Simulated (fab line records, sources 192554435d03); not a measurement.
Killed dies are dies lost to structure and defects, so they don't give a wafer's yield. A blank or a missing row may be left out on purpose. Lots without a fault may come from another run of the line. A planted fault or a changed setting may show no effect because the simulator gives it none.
fab line records | flow n5_finfet
record lots=5 wafers=15 last_day=18
route steps=1938 shown BEOL_M4@1099 BEOL_M5@1112 BEOL_M15@1809 PASSIVATION@1936
lots that met no fault: from a run of the same line without faults
start_h: hours from the record's first day to the start of the lot's first wafer shown | wait_h: hours since the lot's step before | " the same as in the row above | L1.1+2: a row that stands for several wafers | - no value, or no start given | * or withheld: withheld | < > ~ a bound
route shown NAME@n: a module of which the file shows steps, and the number in the route of the first | usual: mean/standard deviation of fault-free wafers | same: alike in all rows | chamber/n: place in a boat | sites: the reading at each site | _std_site: their standard deviation | _edge_site: outer sites' mean less inner sites' | radius_mm: how far each site lies from the wafer's centre | mask NAME#n: copy n | behind: the tool/chamber that last shaped the wafer | hold: why the lot was held/for how many hours/how that ended | device: the transistor (n, p or np) that didn't switch | end of line: the same wafers' tests at the end of the route | a step without rows: its recipe alone | killed: dies lost to structure and defects at the first sort, not the wafer's yield | map: a wafer's dies, x killed, . not, _ none there
set.NAME: the setting as run; set.NAME@STEP: as run at that earlier step | model.NAME: the simulator's own value behind a step, which no gauge read
lots at some steps of the route; a table a step, a row a wafer
services: from which hour (start_h, from the record's first day; less than 0 if before it) a tool's chamber was out of use, for how many hours, and why
## steps
# step N5_BEOL_M4_ANNEAL_95
# recipe temp_c=400 time_s=240 ambient=vacuum
# step N5_BEOL_M4_SPUTTER_96
# recipe material=Cu target_thk_a=45 temp_c=-20 chamber_pressure_pa=0.07 power_w=withheld time_s=8.29
# step N5_BEOL_M4_ECD_50
# recipe material=Cu target_thk_a=3000
# step N5_BEOL_M4_ANNEAL_51
# recipe temp_c=225 time_s=90 ambient=N2
# step N5_BEOL_M4_CMP_52
# recipe stop_on=SiOC t_overpolish_s=6.8 down_force_psi=1 platen_rpm=50 clearing_platen_down_force_psi=1.5 clearing_platen_rpm=50 post_cmp_clean=cu_alkaline target_thk_nm=40 clearing_platen_pad_velocity_m_s=0.99484 pad_velocity_m_s=0.99484
# step N5_BEOL_M4_PRE_CLEAN_60
# recipe gas=NH3/H2 time_s=15 temp_c=* rf_power_w=300
# step N5_BEOL_M4_CO_CAP_55
# recipe material=Co target_thk_a=20 temp_c=200 precursor=CCTBA/H2 pressure_torr=30 time_s=102.1
# step N5_BEOL_M4_PRE_CLEAN_56
# recipe gas=NH3 time_s=15 temp_c=withheld rf_power_w=300
# step N5_BEOL_M4_DEP_57
# recipe material=SiCN target_thk_a=80 temp_c=withheld precursor=3MS/NH3 pressure_torr=3 rf_w=202 time_s=14
# step N5_BEOL_M4_RC_MEAS_101
# usual DIBL_N=35.8/1.5 DIBL_P=35.8/1.7 IOFF_N=0.151/0.022 IOFF_P=0.204/0.027 ION_N=673/8.6 ION_P=462/5.4 SS_N=71.4/0.54 SS_P=73.3/0.56 VT_N=250.5/2.6 VT_P=-251/3.1
# columns lot.wafer tool chamber start_h wait_h DIBL_N[mV/V] DIBL_P[mV/V] IOFF_N[nA/um] IOFF_P[nA/um] ION_N[uA/um] ION_P[uA/um] SS_N[mV/dec] SS_P[mV/dec] VT_N[mV] VT_P[mV]
L949.2 prober-02 0 235.40 0.2 37.7 36.1 0.172 0.232 688 468 72.0 73.9 246.9 -248
L949.3 " 0 " " 36.6 35.4 0.158 0.226 675 468 71.0 73.9 250.1 -249
L949.5 " 0 " " 37.9 36.0 0.177 0.229 683 467 71.5 73.4 247.4 -248
L954.1 prober-01 0 273.80 0.0 36.1 36.5 0.168 0.217 685 467 71.4 72.8 247.0 -248
L954.2 " 0 " " 34.9 34.6 0.141 0.194 674 456 71.4 73.0 251.7 -250
L954.6 " 0 " " 37.2 37.1 0.168 0.222 691 474 71.2 72.9 247.8 -250
L956.3 prober-01 0 278.07 0.3 35.6 34.3 0.131 0.181 668 462 71.0 72.7 252.2 -252
L956.5 " 0 " " 35.3 34.1 0.130 0.174 658 453 70.7 72.9 253.3 -251
L956.6 " 0 " " 37.0 36.2 0.151 0.195 661 456 71.8 73.0 251.5 -253
L958.2 prober-01 0 293.73 0.2 35.5 35.7 0.156 0.230 677 467 72.0 73.4 250.6 -248
L958.5 " 0 " " 35.6 36.3 0.162 0.245 680 471 71.4 73.6 246.8 -245
L958.6 " 0 " " 34.3 33.7 0.130 0.202 665 462 70.9 73.6 249.4 -248
L962.1 prober-01 0 320.23 0.0 34.8 34.4 0.123 0.175 658 450 71.3 73.0 252.7 -256
L962.3 " 0 " " 35.6 35.6 0.141 0.196 672 464 71.1 73.5 252.4 -252
L962.6 " 0 " " 38.7 38.6 0.184 0.243 674 470 71.8 73.8 247.9 -249
# step N5_BEOL_M5_ILD_DEP_00
# recipe material=SiCOH_lowk target_thk_a=1406.4 temp_c=300 precursor=DEMS/porogen pressure_torr=5 rf_w=500 time_s=25.9
# step N5_BEOL_M5_CURE_79
# recipe temp_c=385 time_s=240 ambient=He/Ar material=SiCOH_lowk
# step N5_BEOL_M5_PECVD_70
# recipe material=SiO2 target_thk_a=160 temp_c=400 precursor=TEOS/O2 pressure_torr=5.5 rf_w=450 teos_flow_sccm=53.8 gas=O2 flow_sccm=3000 time_s=18
# step N5_BEOL_M5_HM_DEP_02
# recipe material=TiN target_thk_a=200 temp_c=25 chamber_pressure_pa=0.49996
# step N5_BEOL_M5_COAT_59
# recipe resist=SOC temp_c=250 time_s=60 spin_rpm=1500 resist_thk_nm=60
# step N5_BEOL_M5_COAT_60
# recipe resist=SiARC temp_c=220 time_s=60 spin_rpm=1500 resist_thk_nm=12
# step N5_BEOL_M5_COAT_71
# recipe resist=underlayer temp_c=205 time_s=60 spin_rpm=1500 resist_thk_nm=5
# step N5_BEOL_M5_COAT_05
# recipe resist=CAR-EUV spin_rpm=1500 resist_thk_nm=30
# step N5_BEOL_M5_EBR_07
# recipe solvent=PGMEA ebr_width_mm=1.5
# step N5_BEOL_M5_SOFTBAKE_06
# recipe temp_c=110 time_s=60 resist=CAR-EUV
# step N5_BEOL_M5_EXPOSE_08
# recipe mask_id=M5 na=0.33 source_shape=annular sigma_inner=0.4 sigma_outer=0.8 polarization=unpolarized target_cd_nm=28 dose_mj=35.75
# step N5_BEOL_M5_PEB_09
# recipe peb_temp_c=100 peb_time_s=60 resist=CAR-EUV
# step N5_BEOL_M5_DEVELOP_10
# recipe develop_time_s=30 developer=TMAH resist=CAR-EUV rinse_liquid=surfactant_rinse dry=air_spin dev_temp_c=23
# step N5_BEOL_M5_DESCUM_16
# recipe chemistry=O2 time_s=7 source_power_w=50 bias_power_w=20 pressure_mtorr=20 rf_frequency_hz=2.712e+07 temp_c=40 resist=CAR-EUV o2_flow_sccm=225
# step N5_BEOL_M5_ETCH_72
# recipe chemistry=N2/H2 target=underlayer target_depth_a=65 mask_material=CAR-EUV time_s=5.2 ion_energy_ev=200 pressure_mtorr=30 source_w=840 bias_w=150 n2_flow_sccm=200 h2_flow_sccm=200 ends=cleared
# step N5_BEOL_M5_ETCH_61
# recipe chemistry=CF4 target=SiARC target_depth_a=156 mask_material=CAR-EUV time_s=26 ion_energy_ev=80 pressure_mtorr=40 source_w=545 bias_w=36 Ar_flow_sccm=100 cf4_flow_sccm=100 ends=cleared
# step N5_BEOL_M5_ETCH_62
# recipe chemistry=N2/H2 target=SOC target_depth_a=750 overetch_a=150 mask_material=SiARC temp_c=40 time_s=112.5 ion_energy_ev=200 pressure_mtorr=30 source_w=840 bias_w=150 n2_flow_sccm=200 h2_flow_sccm=200
# step N5_BEOL_M5_STRIP_63
# recipe chemistry=N2/H2 temp_c=40 n2_flow_sccm=200 h2_flow_sccm=200 rf_frequency_hz=6e+07
# step N5_BEOL_M5_STRIP_73
# recipe chemistry=N2/H2 temp_c=40 n2_flow_sccm=200 h2_flow_sccm=200 rf_frequency_hz=6e+07
# step N5_BEOL_M5_STRIP_64
# recipe chemistry=CF4 resist=SiARC power_w=300 bias_power_w=75 pressure_mtorr=50 cf4_flow_sccm=150 rf_frequency_hz=6e+07
# step N5_BEOL_M5_HM_OPEN_17
# recipe chemistry=Cl2/BCl3 target_depth_a=200 overetch_a=60 target=TiN mask_material=SOC ion_energy_ev=150 pressure_mtorr=10 icp_w=1000 bias_w=126 Cl2_flow_sccm=53.25 bcl3_flow_sccm=21.75 Ar_flow_sccm=25
# step N5_BEOL_M5_STRIP_19
# recipe chemistry=O2 power_w=400 temp_c=40 pressure_mtorr=30 rf_frequency_hz=6e+07 bias_power_w=0 overash_fraction=0.2 o2_flow_sccm=225
# step N5_BEOL_M5_COAT_65
# recipe resist=SOC temp_c=250 time_s=60 spin_rpm=1500 resist_thk_nm=60
# step N5_BEOL_M5_COAT_66
# recipe resist=SiARC temp_c=220 time_s=60 spin_rpm=1500 resist_thk_nm=12
# step N5_BEOL_M15_TRENCH_ETCH_34
# recipe chemistry=C4F8/O2/Ar target=SiO2 target_depth_a=8729.3 he_inner_torr=15 he_outer_torr=30 time_s=199 ion_energy_ev=800 pressure_mtorr=20 source_w=1905 bias_w=2040 Ar_flow_sccm=400 C4F8_flow_sccm=16 O2_flow_sccm=12
# usual C4F8_flow_sccm=16.00/0.045 O2_flow_sccm=12.00/0.036 chamber_pressure_mTorr=20.000/0.021 drypump_motor_current_A=6.0/0.39 oes_product_au=0.79/0.077 rf_vpp_V=2222/22 showerhead_plenum_p_Torr=3.39/0.12 throttle_valve_pct=30.94/0.19
# columns lot.wafer tool chamber start_h wait_h C4F8_flow_sccm O2_flow_sccm chamber_pressure_mTorr drypump_motor_current_A oes_product_au rf_hours_counter_h rf_vpp_V showerhead_plenum_p_Torr throttle_valve_pct model.coat_of_BEOL_M15_COAT_22.thk_nm
L949.2 rie_diel-02 2 315.85 0.0 15.92 12.04 20.007 6.8 0.95 3 2266 3.65 30.81 543.4
L949.3 " 0 " " 16.04 11.98 20.015 6.5 0.91 11 2244 3.51 30.68 541.4
L949.5 " 0 " " 15.98 11.94 19.971 6.5 0.92 - 2244 3.51 30.66 540.4
L954.1 rie_diel-03 2 363.24 0.0 - - - - - - - - - 719.6
L954.2 " 0 " " - - - - - - - - - 719.2
L954.6 " 0 " " - - - - - - - - - 719
L956.3 rie_diel-02 1 363.47 0.0 - - - - - - - - - 712.8
L956.5 " 2 " " - - - - - - - - - 714.4
L956.6 " 3 " " - - - - - - - - - 716.4
L958.2 rie_diel-02 0 369.55 0.0 - - - - - - - - - 721.8
L958.5 " 3 " " - - - - - - - - - 720.2
L958.6 " 0 " " - - - - - - - - - 720.8
L962.1 rie_diel-03 3 407.80 0.0 16.02 12.02 20.002 5.6 0.77 117 2258 3.59 30.46 547.6
L962.3 " 1 " " 16.01 12.03 20.011 6.2 0.72 198 2204 3.15 30.80 550.8
L962.6 " 0 " " 16.00 12.01 20.010 5.9 0.75 - 2236 3.43 31.15 548.2
# step N5_BEOL_M15_CMP_49
# recipe stop_on=SiO2 t_overpolish_s=4.9 down_force_psi=2 platen_rpm=80 clearing_platen_down_force_psi=2 clearing_platen_rpm=80 post_cmp_clean=cu_alkaline target_thk_nm=850 clearing_platen_pad_velocity_m_s=1.5917 pad_velocity_m_s=1.5917
# usual clearing_platen_down_force_psi=2.000/0.0037 motor_current_A=8.1/0.71 platen_rpm=80.00/0.055
# columns lot.wafer tool chamber start_h wait_h clearing_platen_down_force_psi motor_current_A platen_rpm model.Cu_of_BEOL_M15_ECD_47.thk_nm
L949.3 cmp-04 0 317.91 0.2 1.998 7.1 80.01 849.6
L949.2 " 1 " " 1.992 8.3 80.08 846
L949.5 " 1 " " 1.995 8.2 80.07 849.8
L954.2 cmp-04 0 366.33 0.2 2.006 7.4 79.90 0
L954.1 " 1 " " 1.999 7.9 80.09 0.6
L954.6 " 0 " " 2.003 6.9 80.00 0.4
L956.3 cmp-04 2 367.55 0.2 1.996 7.9 80.03 2.6
L956.5 " 1 " " 1.996 8.4 79.96 0.8
L956.6 " 2 " " 1.997 8.2 80.05 1.4
L958.2 cmp-03 1 371.67 0.2 2.002 9.6 79.96 0.8
L958.5 " 1 " " 2.004 9.2 80.06 0.8
L958.6 " 2 " " 2.003 7.8 79.95 0.8
L962.3 cmp-03 2 412.37 0.2 1.996 7.7 79.98 833.2
L962.1 " 3 " " 1.997 8.1 80.04 852.2
L962.6 " 1 " " 2.001 9.9 80.04 833.4
# step N5_PASSIVATION_PROBE_49
# usual defect_limited_yield=91.3/1.4 killed_at_M0_to_M3=33/10 killed_at_M4_up=15/6.1 killed_at_contacts=12/6.7 killed_at_front_end=39/11 killed_at_other=4/3.3 killed_dies=103/16 killed_on_rim=14/4 killed_open=68/12 killed_short=34/7.2 sort_bin_5_function=5.1/0.88 sort_bin_6_memory=3.3/0.67 sort_n_pass=1077/16 sort_yield_pct=91.3/1.4
# same gross_dies=1180 killed_at_back_side=0 sort_bin_4_leakage[%]=0 sort_bin_8_speed[%]=0
# columns lot.wafer tool chamber start_h wait_h defect_limited_yield[%] killed_at_M0_to_M3 killed_at_M4_up killed_at_contacts killed_at_front_end killed_at_other killed_dies killed_on_rim killed_open killed_short sort_bin_5_function[%] sort_bin_6_memory[%] sort_n_pass sort_yield_pct[%]
L954.1 prober-01 - 389.09 0.0 0 28 1117 5 24 6 1180 152 41 30 97.7 1.9 0 0
L954.2 prober-01 - 389.14 0.1 0 49 1080 12 30 9 1180 152 71 38 96.2 3.5 0 0
L954.6 prober-01 - 389.34 0.3 0 41 1096 8 30 5 1180 152 77 33 96.1 3.7 0 0
L956.3 prober-02 - 389.73 0.1 0 36 1102 3 37 2 1180 152 55 30 97.5 2.1 0 0
L956.5 prober-02 - 389.83 0.2 0 27 1091 29 28 5 1180 152 59 37 97.0 2.3 0 0
L956.6 prober-02 - 389.88 0.3 0 52 1072 10 43 3 1180 152 74 47 96.2 3.1 0 0
L958.2 prober-01 - 391.23 0.2 0 34 1075 13 46 12 1180 152 79 47 95.1 4.5 0 0
L958.5 prober-01 - 391.38 0.3 0 38 1090 14 35 3 1180 152 64 32 96.6 3.2 0 0
L958.6 prober-01 - 391.43 0.4 0 29 1089 21 39 2 1180 152 79 36 96.5 3.1 0 0
# killed by level:class
L954.1 BEOL_M15:area_etch=1109 BEOL_M0_SAQP:geometric_particle:short=7 FIN_SAQP:geometric_particle:short=6 STI_FIN_REVEAL:geometric_particle:open=5 MOL_CONTACT_COAG:geometric_particle:open=5 BEOL_M3:geometric_particle:open=5 BEOL_M1:geometric_particle:short=4 STARTING-WAFER:geometric_particle:short=3
L954.2 BEOL_M15:area_etch=1070 BEOL_M0_SAQP:geometric_particle:open=17 MOL_CONTACT_COAG:geometric_particle:open=10 BEOL_M0_SAQP:geometric_particle:short=9 STI_FIN_REVEAL:geometric_particle:open=8 BEOL_M3:geometric_particle:open=8 FIN_SAQP:geometric_particle:short=5 BEOL_M4:geometric_particle:open=4
L954.6 BEOL_M15:area_etch=1068 BEOL_M4:geometric_particle:open=13 BEOL_M2:geometric_particle:open=11 BEOL_M3:geometric_particle:open=8 STI_FIN_REVEAL:geometric_particle:open=7 MOL_CONTACT_COAG:geometric_particle:open=7 BEOL_M0_SAQP:geometric_particle:open=7 GATE_CUT:geometric_particle:short=5
L956.3 BEOL_M15:area_etch=1093 BEOL_M0_SAQP:geometric_particle:open=13 BEOL_M0_SAQP:geometric_particle:short=11 FIN_SAQP:geometric_particle:short=10 STI_FIN_REVEAL:geometric_particle:open=9 FIN_SAQP:geometric_particle:open=6 BEOL_M1:geometric_particle:open=4 BEOL_M2:geometric_particle:open=4
L956.5 BEOL_M15:area_etch=1083 MOL_CONTACT_COAG:geometric_particle:open=24 BEOL_M0_SAQP:geometric_particle:short=10 FIN_SAQP:geometric_particle:short=8 STI_FIN_REVEAL:geometric_particle:open=6 MOL_CONTACT_COAG:geometric_particle:short=5 BEOL_M0_SAQP:geometric_particle:open=5 FIN_SAQP:geometric_particle:open=4
L956.6 BEOL_M15:area_etch=1057 STI_FIN_REVEAL:geometric_particle:open=13 BEOL_M0_SAQP:geometric_particle:short=13 FIN_SAQP:geometric_particle:short=10 BEOL_M3:geometric_particle:open=9 MOL_CONTACT_COAG:geometric_particle:open=8 BEOL_M0_SAQP:geometric_particle:open=8 BEOL_M1:geometric_particle:open=8
L958.2 BEOL_M15:area_etch=1050 BEOL_M4:geometric_particle:open=14 MOL_CONTACT_COAG:geometric_particle:open=10 BEOL_M3:geometric_particle:open=10 GATE_CUT:geometric_particle:short=9 STI_FIN_REVEAL:geometric_particle:open=7 BEOL_M0:geometric_particle:open=6 BEOL_M0_SAQP:geometric_particle:short=6
L958.5 BEOL_M15:area_etch=1084 MOL_CONTACT_COAG:geometric_particle:open=11 BEOL_M0_SAQP:geometric_particle:open=10 FIN_SAQP:geometric_particle:short=8 FIN_SAQP:geometric_particle:open=8 BEOL_M0_SAQP:geometric_particle:short=7 BEOL_M0:geometric_particle:open=7 BEOL_M3:geometric_particle:open=6
L958.6 BEOL_M15:area_etch=1063 MOL_CONTACT_COAG:geometric_particle:open=19 FIN_SAQP:geometric_particle:open=11 BEOL_M4:geometric_particle:open=10 BEOL_M0_SAQP:geometric_particle:open=9 BEOL_M0_SAQP:geometric_particle:short=8 FIN_SAQP:geometric_particle:short=6 GATE_CUT:geometric_particle:short=6
# map L954.1 (x killed, . not)
_________________xxxxxxxxxxxx________________
______________xxxxxxxxxxxxxxxxxx_____________
___________xxxxxxxxxxxxxxxxxxxxxxxx__________
__________xxxxxxxxxxxxxxxxxxxxxxxxxx_________
________xxxxxxxxxxxxxxxxxxxxxxxxxxxxxx_______
_______xxxxxxxxxxxxxxxxxxxxxxxxxxxxxxxx______
______xxxxxxxxxxxxxxxxxxxxxxxxxxxxxxxxxx_____
_____xxxxxxxxxxxxxxxxxxxxxxxxxxxxxxxxxxxx____
____xxxxxxxxxxxxxxxxxxxxxxxxxxxxxxxxxxxxxx___
___xxxxxxxxxxxxxxxxxxxxxxxxxxxxxxxxxxxxxxxx__
___xxxxxxxxxxxxxxxxxxxxxxxxxxxxxxxxxxxxxxxx__
__xxxxxxxxxxxxxxxxxxxxxxxxxxxxxxxxxxxxxxxxxx_
__xxxxxxxxxxxxxxxxxxxxxxxxxxxxxxxxxxxxxxxxxx_
_xxxxxxxxxxxxxxxxxxxxxxxxxxxxxxxxxxxxxxxxxxxx
_xxxxxxxxxxxxxxxxxxxxxxxxxxxxxxxxxxxxxxxxxxxx
_xxxxxxxxxxxxxxxxxxxxxxxxxxxxxxxxxxxxxxxxxxxx
_xxxxxxxxxxxxxxxxxxxxxxxxxxxxxxxxxxxxxxxxxxxx
_xxxxxxxxxxxxxxxxxxxxxxxxxxxxxxxxxxxxxxxxxxxx
_xxxxxxxxxxxxxxxxxxxxxxxxxxxxxxxxxxxxxxxxxxxx
_xxxxxxxxxxxxxxxxxxxxxxxxxxxxxxxxxxxxxxxxxxxx
_xxxxxxxxxxxxxxxxxxxxxxxxxxxxxxxxxxxxxxxxxxxx
__xxxxxxxxxxxxxxxxxxxxxxxxxxxxxxxxxxxxxxxxxx_
__xxxxxxxxxxxxxxxxxxxxxxxxxxxxxxxxxxxxxxxxxx_
___xxxxxxxxxxxxxxxxxxxxxxxxxxxxxxxxxxxxxxxx__
___xxxxxxxxxxxxxxxxxxxxxxxxxxxxxxxxxxxxxxxx__
____xxxxxxxxxxxxxxxxxxxxxxxxxxxxxxxxxxxxxx___
_____xxxxxxxxxxxxxxxxxxxxxxxxxxxxxxxxxxxx____
______xxxxxxxxxxxxxxxxxxxxxxxxxxxxxxxxxx_____
_______xxxxxxxxxxxxxxxxxxxxxxxxxxxxxxxx______
________xxxxxxxxxxxxxxxxxxxxxxxxxxxxxx_______
__________xxxxxxxxxxxxxxxxxxxxxxxxxx_________
___________xxxxxxxxxxxxxxxxxxxxxxxx__________
______________xxxxxxxxxxxxxxxxxx_____________
_________________xxxxxxxxxxxx________________
# map L956.3 (x killed, . not)
_________________xxxxxxxxxxxx________________
______________xxxxxxxxxxxxxxxxxx_____________
___________xxxxxxxxxxxxxxxxxxxxxxxx__________
__________xxxxxxxxxxxxxxxxxxxxxxxxxx_________
________xxxxxxxxxxxxxxxxxxxxxxxxxxxxxx_______
_______xxxxxxxxxxxxxxxxxxxxxxxxxxxxxxxx______
______xxxxxxxxxxxxxxxxxxxxxxxxxxxxxxxxxx_____
_____xxxxxxxxxxxxxxxxxxxxxxxxxxxxxxxxxxxx____
____xxxxxxxxxxxxxxxxxxxxxxxxxxxxxxxxxxxxxx___
___xxxxxxxxxxxxxxxxxxxxxxxxxxxxxxxxxxxxxxxx__
___xxxxxxxxxxxxxxxxxxxxxxxxxxxxxxxxxxxxxxxx__
__xxxxxxxxxxxxxxxxxxxxxxxxxxxxxxxxxxxxxxxxxx_
__xxxxxxxxxxxxxxxxxxxxxxxxxxxxxxxxxxxxxxxxxx_
_xxxxxxxxxxxxxxxxxxxxxxxxxxxxxxxxxxxxxxxxxxxx
_xxxxxxxxxxxxxxxxxxxxxxxxxxxxxxxxxxxxxxxxxxxx
_xxxxxxxxxxxxxxxxxxxxxxxxxxxxxxxxxxxxxxxxxxxx
_xxxxxxxxxxxxxxxxxxxxxxxxxxxxxxxxxxxxxxxxxxxx
_xxxxxxxxxxxxxxxxxxxxxxxxxxxxxxxxxxxxxxxxxxxx
_xxxxxxxxxxxxxxxxxxxxxxxxxxxxxxxxxxxxxxxxxxxx
_xxxxxxxxxxxxxxxxxxxxxxxxxxxxxxxxxxxxxxxxxxxx
_xxxxxxxxxxxxxxxxxxxxxxxxxxxxxxxxxxxxxxxxxxxx
__xxxxxxxxxxxxxxxxxxxxxxxxxxxxxxxxxxxxxxxxxx_
__xxxxxxxxxxxxxxxxxxxxxxxxxxxxxxxxxxxxxxxxxx_
___xxxxxxxxxxxxxxxxxxxxxxxxxxxxxxxxxxxxxxxx__
___xxxxxxxxxxxxxxxxxxxxxxxxxxxxxxxxxxxxxxxx__
____xxxxxxxxxxxxxxxxxxxxxxxxxxxxxxxxxxxxxx___
_____xxxxxxxxxxxxxxxxxxxxxxxxxxxxxxxxxxxx____
______xxxxxxxxxxxxxxxxxxxxxxxxxxxxxxxxxx_____
_______xxxxxxxxxxxxxxxxxxxxxxxxxxxxxxxx______
________xxxxxxxxxxxxxxxxxxxxxxxxxxxxxx_______
__________xxxxxxxxxxxxxxxxxxxxxxxxxx_________
___________xxxxxxxxxxxxxxxxxxxxxxxx__________
______________xxxxxxxxxxxxxxxxxx_____________
_________________xxxxxxxxxxxx________________
## services
# columns tool chamber start_h hours kind
rie_diel-03 2 297.32 - clean
rie_diel-03 2 297.32 - consumable_replace:focus_ring
rie_diel-03 2 297.32 15.2 scheduled_down
rie_diel-03 2 297.32 15.2 vent_cycle
rie_diel-03 3 305.87 4.8 repair
rie_diel-02 - 325.54 2.8 pm
cmp-04 - 335.96 8.2 pm
rie_diel-02 1 340.70 5.4 repair
cmp-03 - 344.57 0.5 repair
rie_diel-03 2 357.57 5.0 repair
cmp-04 - 386.04 0.3 repair
cmp-03 - 400.58 4.2 pm
## key
first_sign step=N5_BEOL_M15_TRENCH_ETCH_34 reading=tool_record direction=missing
effect step=N5_PASSIVATION_PROBE_49 reading=killed_at_M4_up direction=up sigmas=99+ usual=15 struck=1090
model_effect step=N5_BEOL_M15_TRENCH_ETCH_34 value=coat_of_BEOL_M15_COAT_22.thk_nm without=543.4 struck=718.2
model_effect step=N5_BEOL_M15_CMP_49 value=Cu_of_BEOL_M15_ECD_47.thk_nm without=851.7 struck=0.9111
more_kills_born_at N5_BEOL_M15_TRENCH_ETCH_34@rie_diel-02=6430 N5_BEOL_M15_TRENCH_ETCH_34@rie_diel-03=3247
met_at N5_BEOL_M15_TRENCH_ETCH_34
struck_wafers L954.1,L954.2,L954.6,L956.3,L956.5,L956.6,L958.2,L958.5,L958.6
later_rows_left_out L954.1,L954.2,L954.6,L956.3,L956.5,L956.6,L958.2,L958.5,L958.6
onset_between 315.85 363.24
earlier_fault kind=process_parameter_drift tool=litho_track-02 chamber=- onset_h=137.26 steps=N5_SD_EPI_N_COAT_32 channel=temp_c offset=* shape=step acts_in=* stated=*
fault kind=skipped_step_whole tool=rie_diel-02,rie_diel-03 chamber=- onset_h=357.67 steps=N5_BEOL_M15_TRENCH_ETCH_34 scope=struck_lots_only
# later_rows_left_out: the simulator's readings of these wafers behind a module that went badly wrong aren't trusted and aren't shown, but for the sort
